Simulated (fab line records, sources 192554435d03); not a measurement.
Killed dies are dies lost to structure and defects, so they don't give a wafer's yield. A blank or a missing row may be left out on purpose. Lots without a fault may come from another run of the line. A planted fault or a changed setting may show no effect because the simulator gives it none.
Which tool did it? | flow n5_finfet | 7 lots, 21 wafers sampled, at 1 step of a route of 1938

WHAT THE GAUGES READ, wafer by wafer
N5_BEOL_M14_INSPECT_55: inspects for defects (darkfield).
lot  | measured     | on                | raw_defect_count
L404 | day 11 14:34 | defect_inspect-02 | 76 102 72
L405 | day 12 14:21 | defect_inspect-01 | 88 90 115
L411 | day 14 01:28 | defect_inspect-02 | 77 47 54
L412 | day 14 14:26 | defect_inspect-01 | 46 73 47
L418 | day 15 21:25 | defect_inspect-02 | 75 64 110
L424 | day 16 10:32 | defect_inspect-01 | 56 83 78
L423 | day 17 11:58 | defect_inspect-01 | 109 70 75

WHICH TOOL RAN EACH LOT (tool, then ch and the chambers of the sampled wafers, then the start)
The record holds no process step before these readings.

THE ANSWER, worked out from the rows above alone
Rule: what is usual is taken from the lots themselves. Put in order of their means at a reading, lots are off if they are a third of the lots or fewer, leave a main group of 4 or more, and stand apart from it by a gap of 3 or more times the standard deviation of the main group's means; of several such gaps the widest counts. A main group whose means are all the same, to the digits that the tables above print for the reading, isn't used. A lot without any number at a reading at which 4 lots or more have one is off too. The other lots that the step has rows for count as sound.
No lot is off at any reading shown: from this, nothing can be told.

WHAT THE SIMULATOR HAD PUT IN
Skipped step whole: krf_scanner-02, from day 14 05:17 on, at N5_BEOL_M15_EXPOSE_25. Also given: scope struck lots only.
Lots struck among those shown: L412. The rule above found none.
